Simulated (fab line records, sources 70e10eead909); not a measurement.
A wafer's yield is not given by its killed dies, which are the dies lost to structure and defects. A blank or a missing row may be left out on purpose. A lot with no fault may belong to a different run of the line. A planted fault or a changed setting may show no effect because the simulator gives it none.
Chamber matching	flow nand-harc	pecvd-04 running NHARC_P_M1_PRE_CLEAN_32: 3 sister chambers
The step time 12 s. 3 wafers are shown with their chamber, then 12 later ones without.

== WAFERS, EACH WITH ITS CHAMBER ==
wafer	chamber	heater-power-w (W)
L089.2	2	658
L089.3	1	606
L089.5	0	721

== WAFERS WHOSE CHAMBER IS MISSING ==
wafer	heater-power-w (W)
L090.2	690
L090.3	594
L090.5	699
L093.1	690
L093.2	690
L093.3	657
L096.1	714
L096.3	637
L096.6	715
L097.1	611
L097.2	650
L097.6	700

== THE CHAMBER EACH PASSED THROUGH ==
wafer	from the rows above	in truth
L090.2	can't be placed: 0 or 2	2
L090.3	1	1
L090.5	can't be placed: 0 or 2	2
L093.1	can't be placed: 0 or 2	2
L093.2	can't be placed: 0 or 2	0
L093.3	2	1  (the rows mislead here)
L096.1	0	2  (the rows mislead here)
L096.3	can't be placed: 2 or 1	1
L096.6	0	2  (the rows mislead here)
L097.1	1	1
L097.2	can't be placed: 2 or 1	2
L097.6	can't be placed: 0 or 2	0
Correctly placed: 2 of 12. Unplaceable from these rows: 7, with the true chamber sitting among the candidates in 7. 3 placed wrongly.
How it was worked out, from the rows above alone: a wafer's distance from a chamber is the root of the sum, over the readings, of the square of ((its reading less the chamber's mean) divided by the reading's scatter). The wafer belongs to the nearest chamber; if the next one is less than 2 further off, it can't be placed. A chamber's mean is the mean of its shown wafers. The scatter (one wafer shown for each chamber): square how far every hidden wafer sits from the nearest shown wafer, average those squares and take the square root.
